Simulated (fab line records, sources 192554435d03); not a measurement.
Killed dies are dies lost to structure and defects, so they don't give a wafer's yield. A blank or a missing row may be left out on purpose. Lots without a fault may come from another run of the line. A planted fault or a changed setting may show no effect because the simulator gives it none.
fab line records | flow n5_finfet
record lots=7 wafers=39
route steps=1938 shown WELL_APT@32 FIN_SAQP@96 FIN_CUT@169 DUMMY_GATE@237 SD_ACTIVATION@331 DUMMY_REMOVAL@382 MOL_CONTACT_COAG@616 BEOL_M4@1111
start_h: hours from the record's first day to the start of the lot's first wafer shown | wait_h: hours since the lot's step before | " the same as in the row above | L1.1+2: a row that stands for several wafers | - no value, or no start given | * or withheld: withheld | < > ~ a bound
route shown NAME@n: a module of which the file shows steps, and the number in the route of the first | usual: mean/standard deviation of fault-free wafers | same: alike in all rows | chamber/n: place in a boat | sites: the reading at each site | _std_site: their standard deviation | _edge_site: outer sites' mean less inner sites' | radius_mm: how far each site lies from the wafer's centre | mask NAME#n: copy n | behind: the tool/chamber that last shaped the wafer | hold: why the lot was held/for how many hours/how that ended | device: the transistor (n, p or np) that didn't switch | end of line: the same wafers' tests at the end of the route | a step without rows: its recipe alone | killed: dies lost to structure and defects at the first sort, not the wafer's yield | map: a wafer's dies, x killed, . not, _ none there
set.NAME: the setting as run; set.NAME@STEP: as run at that earlier step | model.NAME: the simulator's own value behind a step, which no gauge read
lots whose settings were changed on purpose; a table a step, a row a wafer
## steps
# step N5_WELL_APT_IMPLANT_14
# recipe species=P energy_kev=160 dose_cm2=1.5e+13 tilt_deg=0 rotation_deg=0
# step N5_WELL_APT_IMPLANT_31
# recipe species=B energy_kev=60 dose_cm2=1.5e+13 tilt_deg=0 rotation_deg=0
# step N5_WELL_APT_IMPLANT_32
# recipe species=BF2 energy_kev=50 dose_cm2=2e+13 tilt_deg=0 rotation_deg=0
# step N5_FIN_SAQP_HM_DEP_03
# recipe material=SiNx target_thk_a=380 temp_c=400 precursor=SiH4/NH3/N2 pressure_torr=1.5 rf_w=300 time_s=33.6
# step N5_FIN_CUT_ETCH_21
# recipe chemistry=N2/H2 target=SOC target_depth_a=2190 overetch_a=438 mask_material=SiARC temp_c=40 ion_energy_ev=100 bias_w=61 time_s=523.5 pressure_mtorr=30 source_w=850 n2_flow_sccm=200 h2_flow_sccm=200
# step N5_DUMMY_GATE_ETCH_37
# recipe chemistry=N2/H2 target=SOC target_depth_a=600 overetch_a=300 temp_c=40 ion_energy_ev=200 pressure_mtorr=30 source_w=840 bias_w=150 n2_flow_sccm=200 h2_flow_sccm=200
# step N5_SD_ACTIVATION_LSA_01
# recipe temp_c=1080 time_s=0.0008 ambient=N2
# step N5_DUMMY_REMOVAL_PRECLEAN_08
# recipe chemistry=NF3:NH3 afs_cycles=2 temp_c=30 time_s=20 sublimation_temp_c=180 sublimation_time_s=60 pressure_torr=3 rf_power_w=30
# step N5_MOL_CONTACT_COAG_ETCH_124
# recipe chemistry=CH3F/O2 target=SiNx target_depth_a=65 mask_material=SOC stop_on=SiOC over_etch_frac=0.3 ion_energy_ev=120 pressure_mtorr=30 source_w=395 bias_w=73 Ar_flow_sccm=150 CH3F_flow_sccm=30 O2_flow_sccm=20 ends=end_point
# step N5_BEOL_M4_RC_MEAS_101
# usual CJ_N=4.35/0.079 RC_DENSE_N=19.1/0.34 RC_N=15.60/0.28 RS_NWELL=1037/6.6 RS_PWELL=3011/20 RS_SD_N=28.3/0.35
# columns lot.wafer tool chamber start_h wait_h set.dose_cm2@WELL_APT_IMPLANT_14 set.energy_kev@WELL_APT_IMPLANT_31 set.energy_kev@WELL_APT_IMPLANT_32 set.target_thk_a@FIN_SAQP_HM_DEP_03 set.bias_w@FIN_CUT_ETCH_21 set.source_w@DUMMY_GATE_ETCH_37 set.temp_c@SD_ACTIVATION_LSA_01 set.afs_target_nm@DUMMY_REMOVAL_PRECLEAN_08 set.bias_w@MOL_CONTACT_COAG_ETCH_124 CJ_N RC_DENSE_N[ohm.um] RC_N[ohm.um] RS_NWELL[ohm/sq] RS_PWELL[ohm/sq] RS_SD_N[ohm/sq]
L076.1 prober-02 0 176.70 0.0 1.715e+13 60 43.53 380 61 889.1 1087 1.5 73 5.01 18.8 15.27 972 3071 28.0
L076.2 " 0 " " 1.715e+13 57.51 50 326.9 61 840 1080 1.5 73 4.46 19.1 15.69 963 3080 28.7
L076.3 " 0 " " 1.715e+13 57.51 50 380 69.63 840 1087 1.657 73 4.36 19.0 15.53 963 3085 27.9
L076.4 " 0 " " 1.5e+13 60 43.53 380 61 840 1080 1.657 73 4.94 19.4 15.92 1044 3105 29.0
L076.5 " 0 " " 1.5e+13 60 50 326.9 69.63 889.1 1080 1.5 73 4.30 19.0 15.42 1048 3010 28.3
L076.6 " 0 " " 1.5e+13 57.51 43.53 326.9 69.63 889.1 1087 1.657 73 4.83 18.4 15.10 1039 3138 27.8
L077.1 prober-01 0 177.38 0.0 1.5e+13 60 50 340 61 840 1064 1.292 73 4.50 20.0 16.27 1043 3033 30.5
L077.2 " 0 " " 1.622e+13 60 44.1 380 61 840 1064 1.5 73 4.69 20.5 16.76 990 3109 30.7
L077.3 " 0 " " 1.5e+13 60 50 380 61 912 1064 1.5 73 4.41 19.8 16.21 1036 3022 30.3
L077.4 " 0 " " 1.5e+13 60 44.1 340 61 912 1080 1.5 73 4.91 18.9 15.73 1032 3075 28.6
L077.5 " 0 " " 1.622e+13 60 44.1 380 61 840 1080 1.292 73 4.73 19.0 15.46 987 3095 28.8
L077.6 " 0 " " 1.622e+13 60 50 340 61 912 1080 1.292 73 4.46 19.2 15.71 987 3026 28.6
L082.1 prober-02 0 219.08 0.0 1.298e+13 60 46.94 380 67.92 840 1080 1.5 73 4.52 18.9 15.34 1129 3022 28.5
L082.2 " 0 " " 1.298e+13 60 50 380 61 952.6 1080 1.5 77.24 4.36 19.7 15.93 1117 2993 28.7
L082.3 " 0 " " 1.298e+13 63.25 50 326 61 840 1080 1.5 73 4.31 18.9 15.54 1127 2951 28.4
L082.4 " 0 " " 1.5e+13 63.25 46.94 326 67.92 840 1080 1.301 77.24 4.53 19.1 15.57 1047 2988 28.4
L082.5 " 0 " " 1.5e+13 60 46.94 326 61 952.6 1080 1.301 77.24 4.56 18.9 15.34 1035 3051 28.8
L082.6 " 0 " " 1.5e+13 63.25 50 380 67.92 952.6 1080 1.301 73 4.24 19.1 15.58 1045 2942 28.4
L091.1 prober-01 0 269.52 0.0 1.5e+13 65.63 52.92 380 61 840 1080 1.563 73 3.96 19.4 15.66 1018 2883 28.9
L091.2 " 0 " " 1.5e+13 60 52.92 380 61 840 1080 1.5 73 4.09 18.7 15.17 1031 2948 29.0
L091.3 " 0 " " 1.5e+13 65.63 50 380 61 909.2 1066 1.563 73 4.16 20.1 16.42 1032 2876 30.1
L091.4 " 0 " " 1.5e+13 65.63 50 380 69.96 840 1066 1.5 73 4.23 20.0 16.34 1034 2907 30.1
L091.5 " 0 " " 1.5e+13 60 52.92 380 69.96 909.2 1066 1.563 73 4.08 21.0 16.91 1035 2942 30.2
L091.6 " 0 " " 1.5e+13 60 50 380 69.96 909.2 1080 1.5 73 4.23 19.0 15.44 1033 3006 28.5
L092.1 prober-01 0 274.06 0.0 1.5e+13 60 50 380 61 840 1080 1.5 73 4.43 18.5 15.12 1043 3063 28.0
L092.3 " 0 " " 1.5e+13 60 50 380 61 840 1080 1.5 73 4.43 18.9 15.42 1033 3037 27.7
L092.5 " 0 " " 1.5e+13 60 50 380 61 840 1080 1.5 73 4.45 18.8 15.28 1044 3020 28.3
L095.1 prober-02 0 300.63 0.0 1.5e+13 62.2 50 380 66.27 840 1080 1.5 73 4.39 19.7 16.05 1042 2920 28.3
L095.2 " 0 " " 1.5e+13 62.2 50 380 66.27 840 1080 1.411 73 4.41 19.4 15.88 1036 2941 28.6
L095.3 " 0 " " 1.5e+13 60 50 380 61 840 1068 1.5 73 4.38 19.9 16.25 1034 2975 29.2
L095.4 " 0 " " 1.5e+13 60 50 380 66.27 840 1068 1.5 73 4.33 20.9 17.07 1044 3017 29.5
L095.5 " 0 " " 1.5e+13 60 50 380 61 840 1080 1.411 73 4.42 19.7 16.05 1049 3014 28.7
L095.6 " 0 " " 1.5e+13 62.2 50 380 61 840 1068 1.411 73 4.43 20.8 17.05 1035 2959 29.6
L096.1 prober-02 0 306.03 0.0 1.5e+13 65.47 44.14 380 61 840 1080 1.5 73 4.69 19.5 15.92 1040 3023 28.5
L096.2 " 0 " " 1.5e+13 60 50 380 61 735.8 1080 1.611 68.05 4.30 19.1 15.55 1027 3025 28.6
L096.3 " 0 " " 1.5e+13 65.47 50 352.7 61 840 1080 1.611 68.05 4.35 19.1 15.66 1038 2919 28.8
L096.4 " 0 " " 1.5e+13 65.47 44.14 352.7 61 735.8 1080 1.611 73 4.66 19.3 15.70 1039 2990 28.6
L096.5 " 0 " " 1.5e+13 60 50 352.7 61 840 1080 1.5 68.05 4.25 19.6 15.81 1023 3021 28.3
L096.6 " 0 " " 1.5e+13 60 44.14 380 61 735.8 1080 1.5 73 4.81 19.6 16.08 1040 3077 28.3
## key
split step=N5_WELL_APT_IMPLANT_14 setting=dose_cm2 stated_as=1.5e+13
response step=N5_BEOL_M4_RC_MEAS_101 reading=RS_NWELL slope=-5.91 per=1% together_with=all explained=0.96
split step=N5_WELL_APT_IMPLANT_31 setting=energy_kev stated_as=60
response step=N5_BEOL_M4_RC_MEAS_101 reading=RS_PWELL slope=-10.3 per=1% together_with=all explained=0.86
split step=N5_WELL_APT_IMPLANT_32 setting=energy_kev stated_as=50
response step=N5_BEOL_M4_RC_MEAS_101 reading=CJ_N slope=-0.0354 per=1% together_with=all explained=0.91
response step=N5_BEOL_M4_RC_MEAS_101 reading=RS_PWELL slope=-5.33 per=1% together_with=all explained=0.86
split step=N5_FIN_SAQP_HM_DEP_03 setting=target_thk_a stated_as=380
response none clear
split step=N5_FIN_CUT_ETCH_21 setting=bias_w stated_as=61
response none clear
split step=N5_DUMMY_GATE_ETCH_37 setting=source_w stated_as=840
response none clear
split step=N5_SD_ACTIVATION_LSA_01 setting=temp_c stated_as=1080
response step=N5_BEOL_M4_RC_MEAS_101 reading=RS_SD_N slope=-1.06 per=1% together_with=all explained=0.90
response step=N5_BEOL_M4_RC_MEAS_101 reading=RC_N slope=-0.67 per=1% together_with=all explained=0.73
response step=N5_BEOL_M4_RC_MEAS_101 reading=RC_DENSE_N slope=-0.825 per=1% together_with=all explained=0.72
split step=N5_DUMMY_REMOVAL_PRECLEAN_08 setting=afs_target_nm stated_as=1.5
response none clear
split step=N5_MOL_CONTACT_COAG_ETCH_124 setting=bias_w stated_as=73
response none clear
